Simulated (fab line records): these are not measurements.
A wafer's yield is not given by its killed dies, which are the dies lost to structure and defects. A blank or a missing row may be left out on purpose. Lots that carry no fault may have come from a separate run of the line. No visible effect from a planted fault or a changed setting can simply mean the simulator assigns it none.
fab line records -- flow nand_harc
[record] lots = 7, wafers = 21, last_day = 24
route steps=1159 shown P_GATE@118
lots that met no fault: from a run of the same line without faults
start_h: hours from the record's opening day to when the first of the lot's shown wafers began -- wait_h: how many hours have passed since the lot's step before this one -- " as in the row above -- L1.1+2: a row that stands for several wafers -- - no value present, or no start provided -- * or withheld: withheld -- < > ~ a bound
route shown NAME@n: NAME is a module with steps in the file, n the number in the route of the first one -- usual: the fault-free wafers' mean and standard deviation -- same: alike in all rows -- chamber/n: place in a boat -- sites: readings site by site -- _std_site: standard deviation across them -- _edge_site: the outer-site mean with the inner-site mean subtracted -- radius_mm: how far each site lies from the wafer's centre -- mask NAME#n: copy n -- behind: tool/chamber where the wafer was last shaped -- hold: what put the lot on hold/how long, in hours/how the hold closed -- device: the n, p or np transistor that did not switch -- end of line: tests run on the same wafers once the route is complete -- a step without rows: its recipe alone -- killed: count of dies lost to structure and defects at first sort (not the wafer's yield) -- map: shows each die of a wafer: x if killed, . if not, _ if none is there
set.NAME: the setting as run; set.NAME@STEP: as run at that earlier step -- model.NAME: the simulator's own value behind a step, which no gauge read
lots at selected steps of the route; one table per step, one row per wafer
services: when a tool's chamber went out of use (start_h, in hours from the record's first day, below 0 if earlier), for how many hours, and the reason
[[steps]]
[step NHARC_P_GATE_EBR_07]
[step NHARC_P_GATE_EXPOSE_08]
[recipe] na = 0.6, dose_mj = 16.75, mask_id = P_HV
[step NHARC_P_GATE_PEB_09]
[recipe] peb_temp_c = 118, peb_time_s = 85
[step NHARC_P_GATE_DEVELOP_10]
[recipe] time_s = 70
[step NHARC_P_GATE_CD_MEAS_11]
[recipe] target_cd_nm = 1640, landing_energy_ev = 500
[usual] cd_nm = 1639.2/1.6
lot.wafer,tool,chamber,start_h,wait_h,cd_nm
L347.4,cd_sem-01,0,123.41,-,1641.4
L347.5,cd_sem-01,0,123.41,-,1642.2
L347.6,cd_sem-01,0,123.41,-,1638.9
L349.1,cd_sem-03,0,129.19,-,1638.2
L349.3,cd_sem-03,0,129.19,-,1639.3
L349.5,cd_sem-03,0,129.19,-,1641.1
L350.3,cd_sem-02,0,153.59,-,1638.9
L350.5,cd_sem-02,0,153.59,-,1639.0
L350.6,cd_sem-02,0,153.59,-,1638.5
L357.2,cd_sem-02,0,182.05,-,1639.7
L357.5,cd_sem-02,0,182.05,-,1638.0
L357.6,cd_sem-02,0,182.05,-,1641.2
L360.1,cd_sem-03,0,195.64,-,1639.1
L360.2,cd_sem-03,0,195.64,-,1638.1
L360.4,cd_sem-03,0,195.64,-,1640.5
L359.3,cd_sem-02,0,195.81,-,1638.7
L359.4,cd_sem-02,0,195.81,-,1638.2
L359.5,cd_sem-02,0,195.81,-,1638.6
L361.3,cd_sem-01,0,204.77,-,1637.3
L361.5,cd_sem-01,0,204.77,-,1639.4
L361.6,cd_sem-01,0,204.77,-,1637.5
[step NHARC_P_GATE_HARDBAKE_12]
[recipe] temp_c = 125, time_s = 80
[step NHARC_P_GATE_DESCUM_13]
[recipe] time_s = 3, o2_flow_sccm = 200, ar_flow_sccm = 0, bias_power_w = 0, chemistry = O2
[usual] drypump_motor_current_A = 5.84/0.29, oes_product_au = 0.997/0.0077, rf_vpp_V = 57.6/0.94, showerhead_plenum_p_Torr = 1.87/0.074, throttle_valve_pct = 11.311/0.01
lot.wafer,tool,chamber,start_h,wait_h,drypump_motor_current_A,oes_product_au,rf_hours_counter_h,rf_vpp_V,showerhead_plenum_p_Torr,throttle_valve_pct
L347.4,rie_diel-02,0,123.59,-,6.29,0.981,52,58.7,1.88,11.310
L347.5,rie_diel-02,2,123.59,-,5.66,1.011,-,57.3,1.88,11.315
L347.6,rie_diel-02,3,123.59,-,6.45,1.000,-,56.9,1.78,11.327
L349.1,rie_diel-03,2,129.37,-,5.87,0.986,25,59.0,2.01,11.304
L349.3,rie_diel-03,0,129.37,-,5.87,0.988,27,57.5,1.93,11.316
L349.5,rie_diel-03,1,129.37,-,5.65,0.995,-,58.3,1.94,11.320
L350.3,rie_diel-03,0,153.84,-,5.89,0.993,38,57.8,1.93,11.308
L350.6,rie_diel-03,3,153.84,-,5.71,1.007,-,58.5,1.85,11.314
L350.5,rie_diel-03,0,153.84,-,5.89,0.997,-,56.8,1.93,11.294
L357.2,rie_diel-03,0,182.23,-,5.88,0.988,50,57.9,1.92,11.323
L357.5,rie_diel-03,2,182.23,-,5.89,0.997,-,58.3,2.00,11.304
L357.6,rie_diel-03,3,182.23,-,5.71,0.992,-,55.8,1.84,11.299
L360.1,rie_diel-09,2,195.80,-,6.00,1.001,19,57.8,1.78,11.308
L360.4,rie_diel-09,3,195.80,-,6.11,0.996,20,58.9,1.95,11.303
L360.2,rie_diel-09,1,195.80,-,5.48,1.018,21,57.5,1.81,11.306
L359.4,rie_diel-09,2,195.96,-,6.03,0.992,19,58.1,1.78,11.298
L359.3,rie_diel-09,3,195.96,-,6.15,1.002,20,55.9,1.95,11.310
L359.5,rie_diel-09,3,195.96,-,6.12,0.987,-,58.6,1.95,11.300
L361.3,rie_diel-09,1,204.96,-,5.48,0.995,22,57.6,1.81,11.310
L361.5,rie_diel-09,2,204.96,-,6.02,0.993,-,55.8,1.78,11.305
L361.6,rie_diel-09,1,204.96,-,5.49,1.003,-,58.4,1.81,11.303
[step NHARC_P_GATE_ETCH_14]
[recipe] target_depth_a = 488, chemistry = dHF, material = SiO2
[step NHARC_P_GATE_STRIP_15]
[recipe] time_s = 780, temp_c = 130, chemistry = SPM
[step NHARC_P_GATE_PRECLEAN_71]
[recipe] time_s = *, temp_c = 50, bath_age_min = 0, chemistry = SC1
[step NHARC_P_GATE_SRD_72]
[step NHARC_P_GATE_OXIDE_16]
[recipe] target_thk_a = 30, temp_c = 875, ox_time_s = 392, material = SiO2
[step NHARC_P_GATE_CVD_17]
[recipe] target_thk_a = 1500, temp_c = 620, time_s = 900, material = poly-Si
[usual] zone_power_bottom_pct = 14.6/1.4
lot.wafer,tool,chamber,start_h,wait_h,zone_power_bottom_pct
L347.4,lpcvd_poly-03,0,133.48,2.9,12.5
L347.5,lpcvd_poly-03,0,133.48,2.9,12.5
L347.6,lpcvd_poly-03,0,133.48,2.9,12.2
L347.4,lpcvd_poly-03,0,136.20,0.5,12.5
L347.5,lpcvd_poly-03,0,136.20,0.5,12.6
L347.6,lpcvd_poly-03,0,136.20,0.5,12.6
L349.1,lpcvd_poly-04,0,138.76,2.5,15.1
L349.3,lpcvd_poly-04,0,138.76,2.5,14.6
L349.5,lpcvd_poly-04,0,138.76,2.5,14.4
L349.1,lpcvd_poly-03,0,141.52,0.5,12.5
L349.3,lpcvd_poly-03,0,141.52,0.5,12.3
L349.5,lpcvd_poly-03,0,141.52,0.5,12.5
L350.3,lpcvd_poly-01,0,163.56,2.7,16.5
L350.5,lpcvd_poly-01,0,163.56,2.7,16.4
L350.6,lpcvd_poly-01,0,163.56,2.7,16.5
L350.3,lpcvd_poly-01,0,166.34,0.5,16.4
L350.5,lpcvd_poly-01,0,166.34,0.5,16.1
L350.6,lpcvd_poly-01,0,166.34,0.5,16.0
L357.2,lpcvd_poly-03,0,192.38,2.9,12.7
L357.5,lpcvd_poly-03,0,192.38,2.9,12.5
L357.6,lpcvd_poly-03,0,192.38,2.9,12.7
L359.3,lpcvd_poly-03,0,205.54,2.9,12.4
L359.4,lpcvd_poly-03,0,205.54,2.9,12.7
L359.5,lpcvd_poly-03,0,205.54,2.9,12.4
L360.1,lpcvd_poly-03,0,205.54,2.9,12.6
L360.2,lpcvd_poly-03,0,205.54,2.9,12.5
L360.4,lpcvd_poly-03,0,205.54,2.9,12.5
L361.3,lpcvd_poly-03,0,219.18,2.9,12.4
L361.5,lpcvd_poly-03,0,219.18,2.9,12.2
L361.6,lpcvd_poly-03,0,219.18,2.9,12.6
[step NHARC_P_GATE_HM_DEP_102]
[recipe] target_thk_a = 1200, temp_c = 400, material = aC
[usual] throttle_valve_pct = 34.999/0.0088
lot.wafer,tool,chamber,start_h,wait_h,throttle_valve_pct
L347.4,acl_dep-02,0,139.43,1.0,35.022
L347.5,acl_dep-02,0,139.43,1.0,35.011
L347.6,acl_dep-02,0,139.43,1.0,34.984
L349.1,acl_dep-03,0,145.47,1.7,35.003
L349.3,acl_dep-03,0,145.47,1.7,34.988
L349.5,acl_dep-03,0,145.47,1.7,35.006
L350.3,acl_dep-03,0,171.93,3.3,35.013
L350.5,acl_dep-03,0,171.93,3.3,34.986
L350.6,acl_dep-03,0,171.93,3.3,34.994
L357.2,acl_dep-02,0,196.07,1.5,34.997
L357.5,acl_dep-02,0,196.07,1.5,34.994
L357.6,acl_dep-02,0,196.07,1.5,34.994
L360.1,acl_dep-01,0,208.11,0.4,35.001
L360.2,acl_dep-01,0,208.11,0.4,34.996
L360.4,acl_dep-01,0,208.11,0.4,34.990
L359.3,acl_dep-02,0,208.32,0.6,35.011
L359.4,acl_dep-02,0,208.32,0.6,35.000
L359.5,acl_dep-02,0,208.32,0.6,34.997
L361.3,acl_dep-03,0,222.02,0.6,34.982
L361.5,acl_dep-03,0,222.02,0.6,35.006
L361.6,acl_dep-03,0,222.02,0.6,35.010
[[services]]
tool,chamber,start_h,hours,kind
lpcvd_poly-01,-,108.00,26.0,pm
rie_diel-09,0,110.97,-,clean
rie_diel-09,1,110.97,-,clean
rie_diel-09,2,110.97,-,clean
rie_diel-09,3,110.97,-,clean
rie_diel-02,1,111.34,3.7,repair
acl_dep-01,-,113.05,13.0,pm
rie_diel-03,2,122.14,2.1,repair
rie_diel-03,0,122.44,-,clean
rie_diel-03,1,122.44,-,clean
rie_diel-03,3,122.44,-,clean
rie_diel-09,0,135.50,-,clean
rie_diel-09,1,135.50,-,clean
rie_diel-09,2,135.50,-,clean
rie_diel-09,3,135.50,-,clean
rie_diel-03,0,148.34,-,clean
rie_diel-03,1,148.34,-,clean
rie_diel-03,2,148.34,-,clean
rie_diel-03,3,148.34,-,clean
rie_diel-02,-,150.76,9.0,pm
acl_dep-02,-,168.82,13.0,pm
rie_diel-09,-,207.42,1.3,repair
rie_diel-03,-,215.40,9.0,pm
lpcvd_poly-01,-,218.24,2.3,repair
[[key]]
[first_sign] step = NHARC_P_GATE_CVD_17, reading = visit, direction = added
effect none on later readings
met_at NHARC_P_GATE_CVD_17
struck_wafers L347.4,L347.5,L347.6,L349.1,L349.3,L349.5,L350.3,L350.5,L350.6
sort_left_out L347.4,L347.5,L347.6,L349.1,L349.3,L349.5,L350.3,L350.5,L350.6
tester_left_out L347,L349,L350
[fault] kind = repeated_step_whole, tool = lpcvd_poly-01,lpcvd_poly-03,lpcvd_poly-04, chamber = -, onset_h = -, steps = NHARC_P_GATE_CVD_17, times = 1, scope = struck_lots_only
// tester_left_out: of these lots the tester's yield and bins aren't shown, on N5 and GAA mostly nor the transistor test; their killed dies are dies lost to structure and defects alone, not to doping, threshold or leakage, so they don't give the yield
// sort_left_out: the simulated sort isn't trusted on such a fault, so these wafers' sort isn't shown, and their yield isn't known
